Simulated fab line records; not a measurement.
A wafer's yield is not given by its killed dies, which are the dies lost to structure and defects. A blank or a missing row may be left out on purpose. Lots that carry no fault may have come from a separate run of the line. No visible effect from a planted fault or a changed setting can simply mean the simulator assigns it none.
Which tool did it?	flow nand-harc	57 wafers from 19 lots sampled at 6 of the route's 1159 steps

## WHAT EACH GAUGE READ, for each wafer
Not one reading of a measure or inspect step in the record can be checked against a usual standard deviation.

## EACH LOT AND THE TOOL THAT RAN IT (in order: tool; ch and the chambers of the sampled wafers; start)
lot	NHARC_A_CHANNEL_HOLE_D1_ETCH_20	NHARC_A_CHANNEL_HOLE_D1_ETCH_33	NHARC_A_STAIRCASE_TRIM_20	NHARC_A_STAIRCASE_ETCH_190	NHARC_A_STAIRCASE_TRIM_200	NHARC_A_STAIRCASE_ETCH_294
L074	har-etch-02 ch 0,1, day 8 08:47	har-etch-02 ch 0,1, day 8 12:38	rie-diel-11 ch 0,2,3, day 10 21:52	rie-diel-03 ch 0,1,3, no start	rie-diel-11 ch 0,1,3, no start	rie-diel-11 ch 0,1,2, no start
L076	har-etch-02 ch 0,1, day 8 16:00	har-etch-02 ch 0,1, day 8 19:52	rie-diel-11 ch 0,2,3, day 11 04:26	rie-diel-03 ch 0,2,3, no start	rie-diel-07 ch 0,1,2, no start	rie-diel-11 ch 0,2,3, no start
L075	har-etch-01 ch 0,1, day 8 18:04	har-etch-01 ch 0,1, day 8 21:56	rie-diel-07 ch 0,1, day 11 04:12	rie-diel-07 ch 0,1,2, no start	rie-diel-07 ch 2,3, no start	rie-diel-03 ch 0,1,3, no start
L077	har-etch-02 ch 0,1, day 8 20:13	har-etch-02 ch 0,1, day 9 00:02	rie-diel-11 ch 1,3, day 11 09:32	rie-diel-03 ch 1,2,3, no start	rie-diel-11 ch 0,1,3, no start	rie-diel-07 ch 0,1,2, no start
L079	har-etch-01 ch 0,1, day 9 10:28	har-etch-01 ch 0,1, day 9 14:20	rie-diel-11 ch 0,1, day 12 00:46	rie-diel-11 ch 0,1,3, no start	rie-diel-07 ch 0,1, no start	rie-diel-11 ch 1,2, no start
L080	har-etch-02 ch 0,1, day 9 11:05	har-etch-02 ch 0,1, day 9 14:56	rie-diel-11 ch 0,1,2, day 12 00:29	rie-diel-03 ch 0,1,3, no start	rie-diel-11 ch 0,1,2, no start	rie-diel-11 ch 0,1,3, no start
L078	har-etch-01 ch 0, day 9 14:38	har-etch-01 ch 0, day 9 18:30	rie-diel-07 ch 0,1, day 12 00:40	rie-diel-11 ch 0,1,2, no start	rie-diel-11 ch 1,2, no start	rie-diel-07 ch 0,3, no start
L081	har-etch-01 ch 0,1, day 9 19:19	har-etch-01 ch 0,1, day 9 23:08	rie-diel-03 ch 0,1, day 12 05:08	rie-diel-03 ch 1,2,3, no start	rie-diel-03 ch 2,3, no start	rie-diel-03 ch 1,2, no start
L082	har-etch-01 ch 0,1, day 10 05:57	har-etch-01 ch 0,1, day 10 09:49	rie-diel-07 ch 0,1,2, day 12 18:25	rie-diel-07 ch 0,1, no start	rie-diel-07 ch 0,2,3, no start	rie-diel-11 ch 0,3, no start
L083	har-etch-02 ch 0,1, day 10 13:04	har-etch-02 ch 0,1, day 10 16:55	rie-diel-07 ch 0,1,3, day 12 23:28	rie-diel-03 ch 0,1,3, day 13 16:54 or earlier	rie-diel-07 ch 1,2,3, day 13 16:54 or earlier	rie-diel-03 ch 0,3, day 13 16:54
L084	har-etch-01 ch 0,1, day 11 02:13	har-etch-01 ch 0,1, day 11 06:03	rie-diel-07 ch 0,2,3, day 13 15:07	rie-diel-07 ch 0,1,2, no start	rie-diel-07 ch 0,1, no start	rie-diel-03 ch 0,1,3, no start
L086	har-etch-01 ch 0,1, day 11 10:12	har-etch-01 ch 0,1, day 11 14:02	rie-diel-07 ch 0,2,3, day 14 01:02	rie-diel-11 ch 0,1,3, no start	rie-diel-11 ch 0,2,3, no start	rie-diel-07 ch 0,1,3, no start
L087	har-etch-02 ch 0,1, day 11 10:22	har-etch-02 ch 0,1, day 11 14:13	rie-diel-07 ch 0,3, day 14 01:32	rie-diel-07 ch 0,1,3, no start	rie-diel-07 ch 0,1,2, no start	rie-diel-07 ch 0,1,2, no start
L089	har-etch-02 ch 1, day 12 04:59	har-etch-02 ch 1, day 12 08:50	rie-diel-11 ch 0,2,3, day 14 20:10	rie-diel-11 ch 1,2,3, no start	rie-diel-11 ch 1,3, no start	rie-diel-07 ch 1,3, no start
L088	har-etch-01 ch 0,1, day 12 05:30	har-etch-01 ch 0,1, day 12 09:20	rie-diel-11 ch 2,3, day 14 20:20	rie-diel-03 ch 1,2, no start	rie-diel-03 ch 2,3, no start	rie-diel-07 ch 0,1,2, no start
L093	har-etch-02 ch 0,1, day 12 15:15	har-etch-02 ch 0,1, day 12 19:05	rie-diel-03 ch 0,1,3, day 15 03:35	rie-diel-03 ch 1,3, no start	rie-diel-03 ch 0,3, no start	rie-diel-11 ch 0,2,3, no start
L092	har-etch-02 ch 0,1, day 12 19:22	har-etch-02 ch 0,1, day 12 23:14	rie-diel-11 ch 1,2,3, day 15 07:58	rie-diel-11 ch 0,1,3, no start	rie-diel-03 ch 0,2,3, no start	rie-diel-03 ch 0,2,3, no start
L090	har-etch-01 ch 0,1, day 12 19:32	har-etch-01 ch 0,1, day 12 23:23	rie-diel-07 ch 0,2, day 15 08:16	rie-diel-11 ch 2,3, no start	rie-diel-11 ch 1,2,3, no start	rie-diel-11 ch 0,2, no start
L096	har-etch-02 ch 0,1, day 13 21:17	har-etch-02 ch 0,1, day 14 01:08	rie-diel-03 ch 1,2, day 16 10:56	rie-diel-03 ch 0,1,2, no start	rie-diel-11 ch 1,2, no start	rie-diel-03 ch 0,1,2, no start
- NHARC_A_CHANNEL_HOLE_D1_ETCH_20: etches the open film in C4F8/O2/Ar, time 361.9 s, target depth 1600 nm.
- NHARC_A_CHANNEL_HOLE_D1_ETCH_33: etches the open film in C4F8/O2/Ar, time 90 s, target depth 400 nm.
- NHARC_A_STAIRCASE_TRIM_20: chemistry O2, time 211.2 s.
- NHARC_A_STAIRCASE_ETCH_190: etches the open film in C4F8/O2, target depth 100 nm, time 40.5 s.
- NHARC_A_STAIRCASE_TRIM_200: chemistry O2, time 211.2 s.
- NHARC_A_STAIRCASE_ETCH_294: etches the open film in C4F8/O2/Ar, target depth 4992 nm, time 1212.4 s.

## AS READ BY THE TOOLS THEMSELVES (means over the sampled wafers that have a number; for cases with no such wafer, the mark the record gives instead)
NHARC_A_CHANNEL_HOLE_D1_ETCH_20.
lot	tool	chamber-pressure-mTorr (mTorr)	drypump-motor-current-A (A)	he-backside-leak-sccm (sccm)	showerhead-plenum-p-Torr (Torr)	temp-c (C)	throttle-valve-pct (%)
L074	har-etch-02	20.011	6.2	5.3	3.71	-19.95	32.154
L076	har-etch-02	20.007	6.2	5.3	3.71	-20.02	32.155
L075	har-etch-01	19.999	5.4	5.5	3.82	-19.90	32.145
L077	har-etch-02	20.001	6.4	5.5	3.75	-20.01	32.165
L079	har-etch-01	19.991	5.4	5.5	3.82	-19.87	32.152
L080	har-etch-02	19.999	6.2	5.4	3.70	-19.88	32.159
L078	har-etch-01	19.986	5.7	5.6	3.82	-19.86	32.154
L081	har-etch-01	20.000	5.6	5.5	3.82	-20.08	32.158
L082	har-etch-01	19.987	5.4	5.9	3.81	-20.00	32.159
L083	har-etch-02	19.998	6.2	5.5	3.70	-19.90	32.157
L084	har-etch-01	19.998	5.5	6.1	3.81	-20.01	32.152
L086	har-etch-01	20.013	5.5	5.6	3.81	-19.98	32.160
L087	har-etch-02	20.010	6.2	5.3	3.70	-20.02	32.149
L089	har-etch-02	19.990	6.5	5.7	3.79	-20.00	32.145
L088	har-etch-01	20.005	5.6	5.9	3.80	-19.96	32.151
L093	har-etch-02	19.996	6.4	5.5	3.74	-19.99	32.152
L092	har-etch-02	19.994	6.3	5.6	3.69	-20.02	32.170
L090	har-etch-01	20.003	5.4	5.7	3.80	-19.99	32.146
L096	har-etch-02	20.010	6.4	5.4	3.73	-19.98	32.154

NHARC_A_CHANNEL_HOLE_D1_ETCH_33.
lot	tool	chamber-pressure-mTorr (mTorr)	drypump-motor-current-A (A)	he-backside-leak-sccm (sccm)	showerhead-plenum-p-Torr (Torr)	temp-c (C)	throttle-valve-pct (%)
L074	har-etch-02	24.990	6.2	5.4	3.75	-19.94	27.612
L076	har-etch-02	25.008	6.3	5.3	3.75	-19.96	27.623
L075	har-etch-01	24.992	5.3	5.7	3.87	-19.99	27.624
L077	har-etch-02	24.997	6.4	5.2	3.80	-20.00	27.626
L079	har-etch-01	25.023	5.4	5.9	3.86	-19.98	27.619
L080	har-etch-02	24.989	6.2	5.3	3.74	-20.00	27.616
L078	har-etch-01	24.991	5.6	5.9	3.86	-20.07	27.626
L081	har-etch-01	24.992	5.5	6.0	3.86	-19.85	27.620
L082	har-etch-01	24.989	5.4	5.7	3.85	-19.96	27.620
L083	har-etch-02	24.983	6.2	5.5	3.74	-20.08	27.615
L084	har-etch-01	25.016	5.5	6.0	3.85	-19.95	27.613
L086	har-etch-01	25.011	5.5	6.0	3.85	-19.92	27.625
L087	har-etch-02	24.990	6.2	5.5	3.73	-20.04	27.619
L089	har-etch-02	24.984	6.5	5.8	3.83	-20.12	27.624
L088	har-etch-01	25.009	5.5	5.5	3.84	-19.99	27.627
L093	har-etch-02	25.019	6.4	5.3	3.78	-20.08	27.623
L092	har-etch-02	25.002	6.2	5.5	3.72	-19.83	27.628
L090	har-etch-01	25.020	5.4	5.7	3.84	-20.10	27.621
L096	har-etch-02	25.003	6.4	5.8	3.77	-19.98	27.626

NHARC_A_STAIRCASE_TRIM_20.
lot	tool	chamber-pressure-mTorr (mTorr)	drypump-motor-current-A (A)	oes-product-au (a.u.)	rf-vpp-V (V)	showerhead-plenum-p-Torr (Torr)	throttle-valve-pct (%)
L074	rie-diel-11	60.00	5.7	0.989	57.9	3.41	17.028
L076	rie-diel-11	59.93	5.7	0.994	56.4	3.41	17.042
L075	rie-diel-07	60.05	5.8	1.008	57.7	3.59	17.034
L077	rie-diel-11	60.00	6.0	0.996	57.8	3.56	17.033
L079	rie-diel-11	60.02	6.3	0.997	57.8	3.57	17.030
L080	rie-diel-11	60.02	6.1	1.008	57.6	3.48	17.036
L078	rie-diel-07	60.01	6.2	1.007	57.8	3.55	17.033
L081	rie-diel-03	59.95	5.1	0.999	58.1	3.64	17.035
L082	rie-diel-07	60.05	6.1	1.011	58.0	3.52	17.034
L083	rie-diel-07	60.01	5.7	1.014	57.5	3.56	17.033
L084	rie-diel-07	60.00	5.5	1.001	58.3	3.53	17.030
L086	rie-diel-07	60.01	5.5	1.000	58.4	3.53	17.037
L087	rie-diel-07	59.99	5.3	0.999	58.2	3.59	17.040
L089	rie-diel-11	60.04	5.7	1.001	57.5	3.40	17.033
L088	rie-diel-11	60.01	5.5	0.995	56.8	3.38	17.037
L093	rie-diel-03	60.02	5.8	1.005	58.4	3.59	17.036
L092	rie-diel-11	60.03	5.8	0.993	57.1	3.44	17.035
L090	rie-diel-07	60.03	5.9	1.005	58.4	3.49	17.042
L096	rie-diel-03	59.97	5.4	0.998	57.4	3.67	17.028

NHARC_A_STAIRCASE_ETCH_190.
lot	tool	chamber-pressure-mTorr (mTorr)	oes-product-au (a.u.)	rf-vpp-V (V)
L074	rie-diel-03	25.011	0.951	899
L076	rie-diel-03	24.998	0.947	899
L075	rie-diel-07	24.995	0.946	895
L077	rie-diel-03	24.997	0.942	900
L079	rie-diel-11	24.993	0.941	895
L080	rie-diel-03	24.991	0.955	899
L078	rie-diel-11	25.005	0.946	894
L081	rie-diel-03	25.012	0.940	899
L082	rie-diel-07	25.000	0.953	896
L083	rie-diel-03	24.988	0.947	897
L084	rie-diel-07	24.982	0.945	895
L086	rie-diel-11	25.008	0.927	894
L087	rie-diel-07	25.000	0.939	897
L089	rie-diel-11	24.978	0.937	893
L088	rie-diel-03	25.012	0.937	901
L093	rie-diel-03	24.995	0.956	895
L092	rie-diel-11	24.999	0.929	895
L090	rie-diel-11	24.984	0.942	890
L096	rie-diel-03	24.992	0.938	900

NHARC_A_STAIRCASE_TRIM_200.
lot	tool	chamber-pressure-mTorr (mTorr)	drypump-motor-current-A (A)	oes-product-au (a.u.)	rf-vpp-V (V)	showerhead-plenum-p-Torr (Torr)	throttle-valve-pct (%)
L074	rie-diel-11	59.98	6.0	0.987	57.4	3.51	17.046
L076	rie-diel-07	60.03	6.1	1.010	58.4	3.53	17.038
L075	rie-diel-07	60.01	5.8	0.988	58.6	3.49	17.039
L077	rie-diel-11	59.98	6.0	0.995	57.5	3.51	17.036
L079	rie-diel-07	60.03	5.8	1.010	57.8	3.58	17.032
L080	rie-diel-11	60.07	6.0	0.994	58.1	3.48	17.034
L078	rie-diel-11	60.04	5.9	1.004	56.7	3.43	17.033
L081	rie-diel-03	60.03	6.0	0.995	57.4	3.64	17.053
L082	rie-diel-07	59.94	5.5	1.009	58.1	3.54	17.039
L083	rie-diel-07	60.01	6.0	1.006	58.6	3.50	17.025
L084	rie-diel-07	59.93	5.8	1.005	57.2	3.57	17.035
L086	rie-diel-11	59.98	5.7	0.997	57.6	3.40	17.024
L087	rie-diel-07	60.02	6.1	1.010	57.3	3.52	17.045
L089	rie-diel-11	59.93	6.1	0.985	57.6	3.54	17.029
L088	rie-diel-03	59.93	6.0	1.004	57.4	3.63	17.022
L093	rie-diel-03	60.01	6.4	1.010	58.2	3.54	17.037
L092	rie-diel-03	60.01	6.0	1.007	58.3	3.61	17.033
L090	rie-diel-11	59.99	5.8	1.000	58.1	3.44	17.037
L096	rie-diel-11	59.98	6.2	0.999	57.7	3.51	17.046

NHARC_A_STAIRCASE_ETCH_294.
lot	tool	chamber-pressure-mTorr (mTorr)	oes-product-au (a.u.)	rf-vpp-V (V)
L074	rie-diel-11	25.002	0.935	1823
L076	rie-diel-11	24.997	0.916	1817
L075	rie-diel-03	25.002	0.934	1832
L077	rie-diel-07	24.997	0.942	1827
L079	rie-diel-11	25.006	0.956	1826
L080	rie-diel-11	25.006	0.932	1825
L078	rie-diel-07	24.990	0.948	1832
L081	rie-diel-03	25.005	0.934	1837
L082	rie-diel-11	24.985	0.918	1821
L083	rie-diel-03	24.985	0.934	1829
L084	rie-diel-03	24.995	0.935	1831
L086	rie-diel-07	25.004	0.940	1827
L087	rie-diel-07	25.000	0.929	1826
L089	rie-diel-07	24.993	0.950	1825
L088	rie-diel-07	24.981	0.941	1826
L093	rie-diel-11	25.012	0.923	1817
L092	rie-diel-03	25.027	0.944	1832
L090	rie-diel-11	24.997	0.918	1817
L096	rie-diel-03	24.998	0.936	1836

## THE ANSWER, worked out from the rows above alone
Rule: the lots themselves supply what counts as usual. Put in order of their means at a reading, lots are off if they are a third of the lots or fewer, leave a main group of 4 or more, and stand apart from it by a gap of 3 or more times the standard deviation of the main group's means; of several such gaps the widest counts. Not used: any main group whose means are identical at the precision the tables above print for the reading. Also off: a lot with no number at a reading for which 4 or more lots have one. Where the step has rows for the other lots, those lots are counted as sound. First the gauges in route order, then the tools' own readings, where a lot's mean is used as printed above. At the first step where some lot is off, the reading lying furthest off is the one used; lots without a number count as furthest.
Nothing can be told from this: no lot is off at any reading shown.

## WHAT THE SIMULATOR HAD INSERTED
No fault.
